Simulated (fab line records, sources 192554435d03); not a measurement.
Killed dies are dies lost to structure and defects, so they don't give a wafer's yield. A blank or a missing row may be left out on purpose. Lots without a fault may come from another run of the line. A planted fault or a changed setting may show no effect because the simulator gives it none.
Chamber matching | flow n5_finfet | N5_SPACER0_ALD_08 on ald_sin-02: 4 sister chambers
The step deposits SiNx, target thk 2 nm. 16 wafers are shown with their chamber, then 8 later ones without.

WAFERS WITH THEIR CHAMBER
wafer  | chamber | heater_power_w (W)
L076.1 | 0       | 806
L076.2 | 3       | 880
L076.5 | 1       | 913
L079.2 | 2       | 854
L079.3 | 1       | 907
L079.6 | 0       | 824
L084.4 | 2       | 883
L084.5 | 3       | 891
L084.6 | 0       | 837
L087.4 | 2       | 905
L087.5 | 1       | 903
L087.6 | 0       | 850
L092.1 | 0       | 832
L092.2 | 1       | 917
L092.6 | 0       | 821
L093.3 | 2       | 872

SIGNATURES (means of the wafers above)
reading        | chamber 0 | chamber 1 | chamber 2 | chamber 3 | scatter within a chamber
heater_power_w | 828.33    | 910.00    | 878.50    | 885.50    | 14.9
Rule: a wafer's distance from a chamber is the root of the sum, over the readings, of the square of ((its reading less the chamber's mean) divided by the reading's scatter). The wafer belongs to the nearest chamber; if the next one is less than 2 further off, it can't be placed. The scatter: the root of (the sum of the squares of (reading less its chamber's mean) over the shown wafers, divided by (wafers less chambers)).

WAFERS WITHOUT THEIR CHAMBER
wafer  | heater_power_w (W)
L093.5 | 893
L093.6 | 863
L095.2 | 824
L095.3 | 855
L095.6 | 877
L096.2 | 919
L096.5 | 917
L096.6 | 878

WHICH CHAMBER EACH WENT THROUGH
wafer  | from the rows above          | in truth
L093.5 | can't be placed: 3 or 2 or 1 | 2
L093.6 | can't be placed: 2 or 3 or 0 | 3
L095.2 | 0                            | 0
L095.3 | can't be placed: 2 or 0 or 3 | 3
L095.6 | can't be placed: 2 or 3      | 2
L096.2 | can't be placed: 1 or 3      | 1
L096.5 | can't be placed: 1 or 3      | 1
L096.6 | can't be placed: 2 or 3      | 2
Placed correctly: 1 of 8. Can't be placed from these rows: 7 (the true chamber is among the candidates in 7). Placed wrongly: 0.
